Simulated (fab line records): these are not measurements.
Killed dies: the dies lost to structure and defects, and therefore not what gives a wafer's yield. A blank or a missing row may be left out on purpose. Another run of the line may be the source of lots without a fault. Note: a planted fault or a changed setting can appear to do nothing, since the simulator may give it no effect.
Matching of chambers    flow n5-finfet    ald-sin-01 running N5_ILD0_ALD_15: 4 sister chambers
The step deposits SiNx, target thk 24 nm, pulse time 1 s, ald cycles 480. 8 wafers are shown with their chamber, then 11 later ones without.

## WAFERS PAIRED WITH THEIR CHAMBERS
wafer   chamber  heater-power-w (W)  precursor-pulse-height-rel
L085.4  0        826                 1.001
L085.6  1        798                 0.976
L087.4  0        844                 1.024
L087.6  2        775                 0.974
L088.1  3        923                 0.992
L088.2  2        791                 0.965
L088.6  3        945                 1.026
L089.1  1        819                 1.018

## WAFERS WHOSE CHAMBER IS MISSING
wafer   heater-power-w (W)  precursor-pulse-height-rel
L089.3  783                 1.017
L089.5  820                 1.004
L090.2  817                 1.002
L090.3  803                 1.029
L090.4  841                 1.006
L094.1  837                 1.008
L094.2  930                 1.010
L094.5  816                 1.014
L096.1  796                 0.985
L096.3  786                 0.977
L096.5  812                 0.986

## EACH ONE'S CHAMBER
wafer   from the rows above           in truth
L089.3  can't be placed: 1 or 2 or 0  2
L089.5  can't be placed: 1 or 0       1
L090.2  can't be placed: 1 or 0       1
L090.3  can't be placed: 1 or 0 or 2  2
L090.4  can't be placed: 0 or 1       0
L094.1  can't be placed: 0 or 1       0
L094.2  3                             3
L094.5  can't be placed: 1 or 0       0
L096.1  can't be placed: 1 or 2       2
L096.3  can't be placed: 2 or 1       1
L096.5  can't be placed: 1 or 0 or 2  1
Correctly placed: 1 of 11. Can't be placed from these rows: 10 (the true chamber is among the candidates in 10). Placed wrongly: 0.
How it was worked out, from the rows above alone: a wafer's distance from a chamber is the root of the sum, over the readings, of the square of ((its reading less the chamber's mean) divided by the reading's scatter). If the next closest chamber is less than 2 further off than the closest, the wafer can't be placed; otherwise it belongs to the closest. The mean given for a chamber averages the wafers shown for that chamber. The scatter: the root of (the sum of the squares of (reading less its chamber's mean) over the shown wafers, divided by (wafers less chambers)).
